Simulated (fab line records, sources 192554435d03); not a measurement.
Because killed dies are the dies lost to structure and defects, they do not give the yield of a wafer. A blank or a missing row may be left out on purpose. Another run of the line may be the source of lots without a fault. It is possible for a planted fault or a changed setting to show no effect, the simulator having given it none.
fab line records    flow n5-finfet
record: lots: 6  wafers: 18  last-day: 18
route steps=1938 shown BEOL_M11@1587 PASSIVATION@1936
lots with no fault: from the same line, run without faults
start-h: hours from the record's opening day to when the first of the lot's shown wafers began    wait-h: hours since the lot's step before    " unchanged from the row above    L1.1+2: several wafers, shown together as one row    - no value present, or no start provided    * or withheld: withheld    < > ~ a bound
route shown NAME@n: a module of which the file shows steps, and the number in the route of the first    usual: mean and standard deviation over wafers with no fault    same: alike in all rows    chamber/n: place in a boat    sites: the reading at each site    _std_site: their standard deviation    _edge_site: mean of outer sites minus mean of inner sites    radius-mm: how far each site lies from the wafer's centre    mask NAME#n: copy n    behind: the last tool/chamber to shape the wafer    hold: the reason the lot was held/the length of the hold in hours/how it ended    device: names the non-switching transistor (n, p or np)    end of line: the tests these same wafers got at the end of their route    a step without rows: its recipe alone    killed: dies that structure and defects cost at the first sort, which is not the same as the wafer's yield    map: dies across one wafer; x = killed, . = not, _ = none there
set.NAME: the setting as run; set.NAME@STEP: as run at that earlier step    model.NAME: the simulator's own value behind a step, which no gauge read
certain route steps with their lots: each step a table, each wafer a row
services: from which hour (start-h, from the record's first day; less than 0 if before it) a tool's chamber was out of use, for how many hours, and why
== steps ==
step: N5_BEOL_M11_CURE_72
recipe: temp-c: 370  time-s: 120  ambient: DMADMS/He  material: SiCOH_lowk
step: N5_BEOL_M11_DEGAS_44
recipe: ambient: vacuum  temp-c: 250  time-s: 60
usual: heater-power-w: 322/20
lot.wafer  tool            chamber  start-h  wait-h  heater-power-w
L691.1     pvd-sputter-02  -        266.54   0.6     334
L691.2     "               -        "        "       312
L691.4     "               -        "        "       317
L700.1     pvd-sputter-02  -        321.92   0.3     313
L700.3     "               -        "        "       333
L700.4     "               -        "        "       286
L704.2     pvd-sputter-03  -        335.51   0.6     343
L704.3     "               -        "        "       330
L704.6     "               -        "        "       345
L705.2     pvd-sputter-01  -        352.73   0.6     356
L705.3     "               -        "        "       320
L705.6     "               -        "        "       335
L714.1     pvd-sputter-01  -        384.09   1.9     347
L714.3     "               -        "        "       346
L714.5     "               -        "        "       322
L711.1     pvd-sputter-02  -        395.02   2.1     305
L711.2     "               -        "        "       309
L711.3     "               -        "        "       331
step: N5_BEOL_M11_PRE_CLEAN_45
recipe: gas: H2/He  time-s: 30  temp-c: 250
usual: heater-power-w: 321/19
lot.wafer  tool            chamber  start-h  wait-h  heater-power-w
L691.1     pvd-sputter-02  -        266.58   0.0     330
L691.2     "               -        "        "       315
L691.4     "               -        "        "       313
L700.1     pvd-sputter-02  -        321.96   0.0     313
L700.3     "               -        "        "       320
L700.4     "               -        "        "       290
L704.2     pvd-sputter-03  -        335.55   0.0     340
L704.3     "               -        "        "       323
L704.6     "               -        "        "       341
L705.2     pvd-sputter-01  -        352.77   0.0     344
L705.3     "               -        "        "       322
L705.6     "               -        "        "       332
L714.1     pvd-sputter-01  -        384.13   0.0     342
L714.3     "               -        "        "       338
L714.5     "               -        "        "       321
L711.1     pvd-sputter-02  -        395.06   0.0     319
L711.2     "               -        "        "       309
L711.3     "               -        "        "       329
step: N5_BEOL_M11_ALD_74
recipe: material: TaN  target-thk-a: 20  temp-c: 275  ald-precursor-family: PDMAT  ald-co-reactant: NH3  pressure-torr: 3  carrier-flow-sccm: 1500  pulse-time-s: 2  purge-time-s: 3  co-reactant-purge-time-s: 2  co-reactant-pulse-time-s: 3  ald-cycles: 40  precursor-vessel-temp-c: 75  precursor-vessel-pressure-torr: 26.25  precursor-vessel-carrier-sccm: 1000
usual: heater-power-outer-w: 247/25  heater-power-w: 438/33
lot.wafer  tool          chamber  start-h  wait-h  heater-power-outer-w  heater-power-w
L691.1     ald-metal-02  3        266.73   0.1     234                   423
L691.2     "             0        "        "       282                   493
L691.4     "             2        "        "       237                   392
L700.1     ald-metal-03  0        322.09   0.1     272                   458
L700.3     "             1        "        "       236                   407
L700.4     "             3        "        "       276                   455
L704.2     ald-metal-02  0        335.63   0.1     283                   491
L704.3     "             3        "        "       227                   424
L704.6     "             2        "        "       236                   402
L705.2     ald-metal-02  3        352.83   0.0     224                   392
L705.3     "             2        "        "       242                   392
L705.6     "             0        "        "       267                   464
L714.1     ald-metal-01  0        384.20   0.1     252                   454
L714.3     "             2        "        "       220                   387
L714.5     "             0        "        "       252                   444
L711.1     ald-metal-03  2        395.35   0.3     221                   415
L711.2     "             1        "        "       226                   409
L711.3     "             3        "        "       282                   471
step: N5_BEOL_M11_SURFACE_TREAT_76
recipe: gas: Ar  time-s: *  ion-energy-ev: *  ion-current-ma-cm2: 0.5  pressure-mtorr: *  ar-flow-sccm: 30
usual: pressure-mtorr: *  throttle-valve-pct: *
lot.wafer  tool            chamber  start-h  wait-h  pressure-mtorr  throttle-valve-pct
L691.1     pvd-sputter-02  -        267.14   0.3     *               *
L691.2     "               -        "        "       *               *
L691.4     "               -        "        "       *               *
L700.1     pvd-sputter-02  -        322.70   0.5     *               *
L700.3     "               -        "        "       *               *
L700.4     "               -        "        "       *               *
L704.2     pvd-sputter-01  -        337.21   1.4     *               *
L704.3     "               -        "        "       *               *
L704.6     "               -        "        "       *               *
L705.2     pvd-sputter-01  -        353.25   0.3     *               *
L705.3     "               -        "        "       *               *
L705.6     "               -        "        "       *               *
L714.1     pvd-sputter-01  -        384.57   0.2     *               *
L714.3     "               -        "        "       *               *
L714.5     "               -        "        "       *               *
L711.1     pvd-sputter-03  -        395.71   0.2     *               *
L711.2     "               -        "        "       *               *
L711.3     "               -        "        "       *               *
step: N5_BEOL_M11_CVD_75
recipe: material: Co  target-thk-a: 20  temp-c: withheld  precursor: CCTBA/H2  pressure-torr: 30  time-s: 138.9
step: N5_BEOL_M11_SPUTTER_48
recipe: material: Cu  target-thk-a: 120  temp-c: -20  bias-v: 60  power-w: 26000  chamber-pressure-pa: 0.13  time-s: 2
step: N5_BEOL_M11_ECD_50
recipe: material: Cu  target-thk-a: 3180
step: N5_BEOL_M11_ANNEAL_51
recipe: temp-c: 225  time-s: 90  ambient: N2
usual: wafer_temp_C_max: 226.0/0.37
lot.wafer  tool           chamber  start-h  wait-h  wafer_temp_C_max
L691.1     rtp-anneal-02  0        267.82   0.1     226.5
L691.2     "              0        "        "       226.2
L691.4     "              0        "        "       227.0
L700.1     rtp-anneal-01  0        323.81   0.2     225.9
L700.3     "              0        "        "       225.6
L700.4     "              0        "        "       225.8
L704.2     rtp-anneal-02  0        337.84   0.2     226.0
L704.3     "              0        "        "       226.7
L704.6     "              0        "        "       226.5
L705.2     rtp-anneal-01  0        354.26   0.1     225.4
L705.3     "              0        "        "       225.9
L705.6     "              0        "        "       225.8
L714.1     rtp-anneal-02  0        385.19   0.2     226.3
L714.3     "              0        "        "       227.2
L714.5     "              0        "        "       226.5
L711.1     rtp-anneal-01  0        396.64   0.1     225.6
L711.2     "              0        "        "       225.5
L711.3     "              0        "        "       225.9
step: N5_BEOL_M11_CMP_52
recipe: stop-on: SiCOH_lowk  t-overpolish-s: 7  down-force-psi: 1  platen-rpm: 50  clearing-platen-down-force-psi: 1.5  clearing-platen-rpm: 50  post-cmp-clean: cu-alkaline  target-thk-nm: 140  clearing-platen-pad-velocity-m-s: 0.99484  pad-velocity-m-s: 0.99484
step: N5_BEOL_M11_THK_MEAS_53
recipe: thk-meas-gauge: xrf  reads: Cu_of_BEOL_M11_ECD_50
usual: M11_THK: 138/4.2
lot.wafer  tool           chamber  start-h  wait-h  M11_THK[nm]
L691.1     film-metro-01  -        268.41   -       139
L691.2     "              -        "        "       146
L691.4     "              -        "        "       135
L700.1     film-metro-01  -        324.42   -       140
L700.3     "              -        "        "       134
L700.4     "              -        "        "       137
L704.2     film-metro-01  -        338.40   -       134
L704.3     "              -        "        "       137
L704.6     "              -        "        "       142
L705.2     film-metro-02  -        354.80   -       134
L705.3     "              -        "        "       136
L705.6     "              -        "        "       136
L714.1     film-metro-01  -        385.79   -       132
L714.3     "              -        "        "       140
L714.5     "              -        "        "       140
L711.1     film-metro-02  -        397.24   -       129
L711.2     "              -        "        "       141
L711.3     "              -        "        "       137
step: N5_BEOL_M11_PRE_CLEAN_55
recipe: gas: NH3  time-s: 15  temp-c: withheld  rf-power-w: 300
step: N5_BEOL_M11_DEP_56
recipe: material: SiCN  target-thk-a: 300  temp-c: withheld  precursor: 3MS/NH3  pressure-torr: 3  rf-w: 675  time-s: 10.5
usual: showerhead-plenum-p-Torr: 4.156/0.021  throttle-valve-pct: 17.9/0.65
lot.wafer  tool      chamber  start-h  wait-h  showerhead-plenum-p-Torr  throttle-valve-pct  model.SiCN_of_BEOL_M11_DEP_56.thk-nm
L691.1     pecvd-04  2        268.48   0.0     4.185                     17.4                30.2
L691.2     "         0        "        "       4.133                     17.0                30.2
L691.4     "         2        "        "       4.190                     17.4                30.8
L700.1     pecvd-01  0        324.48   0.0     4.145                     18.3                29.6
L700.3     "         2        "        "       4.135                     18.6                29.6
L700.4     "         0        "        "       4.152                     18.4                30.4
L704.2     pecvd-01  2        338.46   0.0     4.153                     18.4                24.8
L704.3     "         1        "        "       4.182                     17.6                30
L704.6     "         1        "        "       4.181                     17.2                25.4
L705.2     pecvd-01  1        354.87   0.0     4.189                     17.5                25.6
L705.3     "         0        "        "       4.147                     18.3                30.2
L705.6     "         2        "        "       4.135                     18.4                26
L714.1     pecvd-04  0        385.87   0.0     4.138                     17.2                29.6
L714.3     "         2        "        "       4.186                     17.6                30
L714.5     "         0        "        "       4.125                     17.1                30
L711.1     pecvd-02  2        397.31   0.0     4.155                     17.7                29.4
L711.2     "         1        "        "       4.161                     17.8                30.6
L711.3     "         0        "        "       4.132                     17.8                29.8
step: N5_BEOL_M11_RS_MEAS_57
recipe: thk-meas-gauge: four-point-probe  reads: Cu_of_BEOL_M11_ECD_50+Co_of_BEOL_M11_CVD_75+TaN_of_BEOL_M11_ALD_74
usual: M11_RS: 0.149/0.0049
lot.wafer  tool           chamber  start-h  wait-h  M11_RS[ohm/sq]
L691.1     film-metro-01  -        268.54   0.0     0.149
L691.2     "              -        "        "       0.140
L691.4     "              -        "        "       0.154
L700.1     film-metro-01  -        324.54   0.0     0.147
L700.3     "              -        "        "       0.155
L700.4     "              -        "        "       0.152
L704.2     film-metro-02  -        338.53   0.0     0.155
L704.3     "              -        "        "       0.151
L704.6     "              -        "        "       0.146
L705.2     film-metro-01  -        354.93   0.0     0.152
L705.3     "              -        "        "       0.150
L705.6     "              -        "        "       0.150
L714.1     film-metro-01  -        385.94   0.1     0.157
L714.3     "              -        "        "       0.147
L714.5     "              -        "        "       0.147
L711.1     film-metro-02  -        397.37   0.0     0.158
L711.2     "              -        "        "       0.144
L711.3     "              -        "        "       0.148
step: N5_PASSIVATION_PROBE_49
usual: defect-limited-yield: 91.0/1.4  killed_at_M0_to_M3: 34/10  killed_at_M4_up: 15/5.5  killed-at-contacts: 12/6.1  killed-at-front-end: 41/12  killed-at-other: 4/3.4  killed-dies: 106/17  killed-open: 70/13  killed-short: 34/7.4  sort_bin_5_function: 5.3/1  sort_bin_6_memory: 3.4/0.69  sort_bin_8_speed: 0.03/0.22  sort-n-pass: 1073/17  sort-yield-pct: 91.0/1.4
same: gross-dies: 1180  killed-at-back-side: 0  sort_bin_4_leakage[%]: 0
lot.wafer  tool       chamber  start-h  wait-h  defect-limited-yield[%]  killed_at_M0_to_M3  killed_at_M4_up  killed-at-contacts  killed-at-front-end  killed-at-other  killed-dies  killed-open  killed-short  sort_bin_5_function[%]  sort_bin_6_memory[%]  sort_bin_8_speed[%]  sort-n-pass  sort-yield-pct[%]
L711.1     prober-02  -        436.02   0.0     91.9                     13                  29               8                   36                   9                95           58           29            4.3                     2.9                   0                    1085         91.9
L711.2     prober-02  -        436.07   0.1     91.2                     33                  20               6                   44                   1                104          69           35            5.2                     3.5                   0                    1076         91.2
L711.3     prober-02  -        436.12   0.1     91.4                     20                  20               10                  50                   2                102          69           32            5.3                     2.9                   0                    1078         91.4
killed by level:class
L711.1 BEOL_M4:geometric-particle:open=13 STI_FIN_REVEAL:geometric-particle:open=8 MOL_CONTACT_COAG:geometric-particle:open=7 HKMG_FIN:area-etch=7 BEOL_M4:geometric-particle:short=6 FIN_SAQP:geometric-particle:open=4 FIN_SAQP:geometric-particle:short=4 BEOL_M0_SAQP:geometric-particle:open=4
L711.2 STI_FIN_REVEAL:geometric-particle:open=13 BEOL_M1:geometric-particle:open=11 BEOL_M4:geometric-particle:open=10 FIN_SAQP:geometric-particle:short=8 FIN_SAQP:geometric-particle:open=8 MOL_CONTACT_COAG:geometric-particle:open=6 BEOL_M2:geometric-particle:open=6 STI_FIN_REVEAL:geometric-particle:short=5
L711.3 STI_FIN_REVEAL:geometric-particle:open=15 FIN_SAQP:geometric-particle:open=10 MOL_CONTACT_COAG:geometric-particle:open=8 GATE_CUT:geometric-particle:short=7 BEOL_M3:geometric-particle:open=7 BEOL_M4:geometric-particle:open=7 FIN_SAQP:geometric-particle:short=5 BEOL_M4:geometric-particle:short=5
== services ==
tool          chamber  start-h  hours  kind
pecvd-01      1        258.34   2.1    scheduled-down
ald-metal-03  2        268.15   3.0    repair
ald-metal-01  -        278.54   1.0    repair
pecvd-04      0        279.23   9.4    repair
pecvd-04      0        293.77   5.5    scheduled-down
ald-metal-02  1        295.26   3.6    repair
pecvd-01      1        296.34   4.4    repair
ald-metal-01  -        304.38   0.8    repair
pecvd-04      -        309.12   3.2    repair
pecvd-01      -        326.67   1.6    repair
ald-metal-02  1        326.76   34.2   repair
ald-metal-02  -        337.25   14.0   pm
ald-metal-02  0        337.25   14.0   vent-cycle
ald-metal-02  2        337.25   14.0   vent-cycle
ald-metal-02  3        337.25   14.0   vent-cycle
ald-metal-03  -        338.96   2.0    repair
pecvd-04      0        346.67   22.1   repair
pecvd-04      1        346.77   2.1    scheduled-down
ald-metal-02  0        351.25   -      clean
ald-metal-02  2        351.25   -      clean
ald-metal-02  3        351.25   -      clean
pecvd-01      0        362.85   2.1    scheduled-down
ald-metal-02  -        369.41   2.8    pm
pecvd-01      2        376.68   5.5    scheduled-down
== key ==
first-sign none at tools or gauges
model-effect: step: N5_BEOL_M11_DEP_56  value: SiCN_of_BEOL_M11_DEP_56.thk-nm  without: 30.35  struck: 25.45
met-at N5_BEOL_M11_DEP_56
struck-wafers L704.2,L704.6,L705.2,L705.6
onset-between 324.48 338.46
fault: kind: process-parameter-drift  tool: pecvd-01  chamber: -  onset-h: 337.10  steps: N5_BEOL_M11_DEP_56  channel: time-s  offset: *  shape: step  end-h: 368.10  scope: struck-wafers-only  acts-in: *  stated: *
